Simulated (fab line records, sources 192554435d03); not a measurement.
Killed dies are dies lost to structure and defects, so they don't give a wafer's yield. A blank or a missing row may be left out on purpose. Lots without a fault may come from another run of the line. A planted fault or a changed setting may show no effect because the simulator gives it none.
fab line records | flow n5_finfet
record lots=5 wafers=15 last_day=16
route steps=1938 shown BEOL_M2@906
lots that met no fault: from a run of the same line without faults
start_h: hours from the record's first day to the start of the lot's first wafer shown | wait_h: hours since the lot's step before | " the same as in the row above | L1.1+2: a row that stands for several wafers | - no value, or no start given | * or withheld: withheld | < > ~ a bound
route shown NAME@n: a module of which the file shows steps, and the number in the route of the first | usual: mean/standard deviation of fault-free wafers | same: alike in all rows | chamber/n: place in a boat | sites: the reading at each site | _std_site: their standard deviation | _edge_site: outer sites' mean less inner sites' | radius_mm: how far each site lies from the wafer's centre | mask NAME#n: copy n | behind: the tool/chamber that last shaped the wafer | hold: why the lot was held/for how many hours/how that ended | device: the transistor (n, p or np) that didn't switch | end of line: the same wafers' tests at the end of the route | a step without rows: its recipe alone | killed: dies lost to structure and defects at the first sort, not the wafer's yield | map: a wafer's dies, x killed, . not, _ none there
set.NAME: the setting as run; set.NAME@STEP: as run at that earlier step | model.NAME: the simulator's own value behind a step, which no gauge read
lots at some steps of the route; a table a step, a row a wafer
services: from which hour (start_h, from the record's first day; less than 0 if before it) a tool's chamber was out of use, for how many hours, and why
## steps
# step N5_BEOL_M2_SPUTTER_79
# recipe material=Cu target_thk_a=45 temp_c=-20 chamber_pressure_pa=0.07 power_w=withheld time_s=8.29
# usual throttle_valve_pct=30.0/1.2
# columns lot.wafer tool chamber start_h wait_h throttle_valve_pct
L079.1 pvd_sputter-03 - 175.49 0.1 29.3
L079.2 " - " " 31.0
L079.5 " - " " 31.1
L081.2 pvd_sputter-02 - 183.81 0.1 29.2
L081.3 " - " " 32.3
L081.4 " - " " 30.2
L083.1 pvd_sputter-03 - 190.07 0.1 28.8
L083.3 " - " " 31.1
L083.4 " - " " 29.1
L085.2 pvd_sputter-01 - 207.95 0.1 31.7
L085.3 " - " " 30.3
L085.5 " - " " 30.5
L089.2 pvd_sputter-01 - 243.54 0.1 31.9
L089.3 " - " " 30.3
L089.6 " - " " 28.0
# step N5_BEOL_M2_ANNEAL_80
# recipe temp_c=400 time_s=240 ambient=vacuum
# usual heater_power_w=830/57
# columns lot.wafer tool chamber start_h wait_h heater_power_w
L079.1 pvd_sputter-03 - 175.57 0.0 816
L079.2 " - " " 887
L079.5 " - " " 869
L081.2 pvd_sputter-02 - 183.89 0.0 877
L081.3 " - " " 845
L081.4 " - " " 748
L083.1 pvd_sputter-03 - 190.15 0.0 791
L083.3 " - " " 875
L083.4 " - " " 816
L085.2 pvd_sputter-01 - 208.03 0.0 905
L085.3 " - " " 833
L085.5 " - " " 831
L089.2 pvd_sputter-01 - 243.62 0.0 894
L089.3 " - " " 833
L089.6 " - " " 715
# step N5_BEOL_M2_SPUTTER_81
# recipe material=Cu target_thk_a=45 temp_c=-20 chamber_pressure_pa=0.07 power_w=withheld time_s=8.29
# usual throttle_valve_pct=30.0/1.2
# columns lot.wafer tool chamber start_h wait_h throttle_valve_pct
L079.1 pvd_sputter-03 - 175.71 0.1 29.5
L079.2 " - " " 31.1
L079.5 " - " " 30.9
L081.2 pvd_sputter-02 - 184.03 0.1 29.2
L081.3 " - " " 32.3
L081.4 " - " " 30.3
L083.1 pvd_sputter-03 - 190.29 0.1 29.2
L083.3 " - " " 31.2
L083.4 " - " " 29.4
L085.2 pvd_sputter-01 - 208.17 0.1 31.5
L085.3 " - " " 30.4
L085.5 " - " " 30.4
L089.2 pvd_sputter-01 - 243.76 0.1 31.6
L089.3 " - " " 30.6
L089.6 " - " " 27.9
# step N5_BEOL_M2_ANNEAL_82
# recipe temp_c=400 time_s=240 ambient=vacuum
# usual heater_power_w=830/55
# columns lot.wafer tool chamber start_h wait_h heater_power_w
L079.1 pvd_sputter-03 - 175.79 0.0 815
L079.2 " - " " 867
L079.5 " - " " 896
L081.2 pvd_sputter-02 - 184.11 0.0 854
L081.3 " - " " 830
L081.4 " - " " 756
L083.1 pvd_sputter-03 - 190.37 0.0 783
L083.3 " - " " 870
L083.4 " - " " 816
L085.2 pvd_sputter-01 - 208.25 0.0 919
L085.3 " - " " 831
L085.5 " - " " 861
L089.2 pvd_sputter-01 - 243.84 0.0 928
L089.3 " - " " 853
L089.6 " - " " 710
# step N5_BEOL_M2_SPUTTER_86
# recipe material=Cu target_thk_a=45 temp_c=-20 chamber_pressure_pa=0.07 power_w=withheld time_s=8.29
# usual throttle_valve_pct=30.0/1.2
# columns lot.wafer tool chamber start_h wait_h throttle_valve_pct
L079.1 pvd_sputter-03 - 175.93 0.1 29.2
L079.2 " - " " 31.1
L079.5 " - " " 31.2
L081.2 pvd_sputter-02 - 184.25 0.1 29.2
L081.3 " - " " 32.4
L081.4 " - " " 30.4
L083.1 pvd_sputter-03 - 190.51 0.1 29.0
L083.3 " - " " 30.8
L083.4 " - " " 29.1
L085.2 pvd_sputter-01 - 208.39 0.1 31.5
L085.3 " - " " 30.3
L085.5 " - " " 30.4
L089.2 pvd_sputter-01 - 243.98 0.1 31.5
L089.3 " - " " 30.3
L089.6 " - " " 28.4
# step N5_BEOL_M2_ANNEAL_87
# recipe temp_c=400 time_s=240 ambient=vacuum
# usual heater_power_w=828/56
# columns lot.wafer tool chamber start_h wait_h heater_power_w
L079.1 pvd_sputter-03 - 176.01 0.0 826
L079.2 " - " " 881
L079.5 " - " " 883
L081.2 pvd_sputter-02 - 184.33 0.0 855
L081.3 " - " " 820
L081.4 " - " " 758
L083.1 pvd_sputter-03 - 190.59 0.0 765
L083.3 " - " " 895
L083.4 " - " " 805
L085.2 pvd_sputter-01 - 208.47 0.0 901
L085.3 " - " " 849
L085.5 " - " " 846
L089.2 pvd_sputter-01 - 244.06 0.0 889
L089.3 " - " " 854
L089.6 " - " " 705
# step N5_BEOL_M2_SPUTTER_88
# recipe material=Cu target_thk_a=45 temp_c=-20 chamber_pressure_pa=0.07 power_w=withheld time_s=8.29
# usual throttle_valve_pct=30.0/1.2
# columns lot.wafer tool chamber start_h wait_h throttle_valve_pct
L079.1 pvd_sputter-03 - 176.15 0.1 29.3
L079.2 " - " " 31.0
L079.5 " - " " 30.6
L081.2 pvd_sputter-02 - 184.47 0.1 29.1
L081.3 " - " " 32.3
L081.4 " - " " 30.1
L083.1 pvd_sputter-03 - 190.73 0.1 29.0
L083.3 " - " " 31.3
L083.4 " - " " 29.2
L085.2 pvd_sputter-01 - 208.61 0.1 31.4
L085.3 " - " " 30.4
L085.5 " - " " 30.4
L089.2 pvd_sputter-01 - 244.20 0.1 31.6
L089.3 " - " " 30.2
L089.6 " - " " 28.4
# step N5_BEOL_M2_ANNEAL_89
# recipe temp_c=400 time_s=240 ambient=vacuum
# usual heater_power_w=828/56
# columns lot.wafer tool chamber start_h wait_h heater_power_w
L079.1 pvd_sputter-03 - 176.23 0.0 835
L079.2 " - " " 910
L079.5 " - " " 896
L081.2 pvd_sputter-02 - 184.55 0.0 865
L081.3 " - " " 848
L081.4 " - " " 755
L083.1 pvd_sputter-03 - 190.81 0.0 785
L083.3 " - " " 877
L083.4 " - " " 803
L085.2 pvd_sputter-01 - 208.69 0.0 882
L085.3 " - " " 847
L085.5 " - " " 845
L089.2 pvd_sputter-01 - 244.28 0.0 890
L089.3 " - " " 836
L089.6 " - " " 701
# step N5_BEOL_M2_SPUTTER_90
# recipe material=Cu target_thk_a=45 temp_c=-20 chamber_pressure_pa=0.07 power_w=withheld time_s=8.29
# usual throttle_valve_pct=30.0/1.2
# columns lot.wafer tool chamber start_h wait_h throttle_valve_pct
L079.1 pvd_sputter-03 - 176.37 0.1 29.2
L079.2 " - " " 31.2
L079.5 " - " " 31.2
L081.2 pvd_sputter-02 - 184.69 0.1 29.2
L081.3 " - " " 32.1
L081.4 " - " " 30.0
L083.1 pvd_sputter-03 - 190.95 0.1 29.0
L083.3 " - " " 31.0
L083.4 " - " " 29.0
L085.2 pvd_sputter-01 - 208.83 0.1 31.4
L085.3 " - " " 30.5
L085.5 " - " " 30.4
L089.2 pvd_sputter-01 - 244.42 0.1 31.6
L089.3 " - " " 30.3
L089.6 " - " " 28.3
# step N5_BEOL_M2_ANNEAL_91
# recipe temp_c=400 time_s=240 ambient=vacuum
# usual heater_power_w=828/58
# columns lot.wafer tool chamber start_h wait_h heater_power_w
L079.1 pvd_sputter-03 - 176.45 0.0 810
L079.2 " - " " 901
L079.5 " - " " 879
L081.2 pvd_sputter-02 - 184.77 0.0 863
L081.3 " - " " 832
L081.4 " - " " 755
L083.1 pvd_sputter-03 - 191.03 0.0 783
L083.3 " - " " 903
L083.4 " - " " 791
L085.2 pvd_sputter-01 - 208.91 0.0 907
L085.3 " - " " 850
L085.5 " - " " 849
L089.2 pvd_sputter-01 - 244.50 0.0 905
L089.3 " - " " 846
L089.6 " - " " 710
# step N5_BEOL_M2_SPUTTER_92
# recipe material=Cu target_thk_a=45 temp_c=-20 chamber_pressure_pa=0.07 power_w=withheld time_s=8.29
# usual throttle_valve_pct=30.0/1.2
# columns lot.wafer tool chamber start_h wait_h throttle_valve_pct
L079.1 pvd_sputter-03 - 176.59 0.1 29.4
L079.2 " - " " 30.9
L079.5 " - " " 31.1
L081.2 pvd_sputter-02 - 184.91 0.1 29.2
L081.3 " - " " 32.4
L081.4 " - " " 30.3
L083.1 pvd_sputter-03 - 191.17 0.1 29.1
L083.3 " - " " 30.9
L083.4 " - " " 29.3
L085.2 pvd_sputter-01 - 209.05 0.1 31.5
L085.3 " - " " 30.3
L085.5 " - " " 30.3
L089.2 pvd_sputter-01 - 244.64 0.1 31.8
L089.3 " - " " 30.5
L089.6 " - " " 28.2
# step N5_BEOL_M2_ANNEAL_93
# recipe temp_c=400 time_s=240 ambient=vacuum
# usual heater_power_w=829/56
# columns lot.wafer tool chamber start_h wait_h heater_power_w
L079.1 pvd_sputter-03 - 176.67 0.0 791
L079.2 " - " " 882
L079.5 " - " " 871
L081.2 pvd_sputter-02 - 184.99 0.0 857
L081.3 " - " " 835
L081.4 " - " " 757
L083.1 pvd_sputter-03 - 191.25 0.0 792
L083.3 " - " " 920
L083.4 " - " " 815
L085.2 pvd_sputter-01 - 209.13 0.0 893
L085.3 " - " " 850
L085.5 " - " " 852
L089.2 pvd_sputter-01 - 244.72 0.0 902
L089.3 " - " " 859
L089.6 " - " " 716
## services
# columns tool chamber start_h hours kind
pvd_sputter-01 - 231.67 2.2 repair
pvd_sputter-01 - 236.50 2.7 repair
## key
fault none
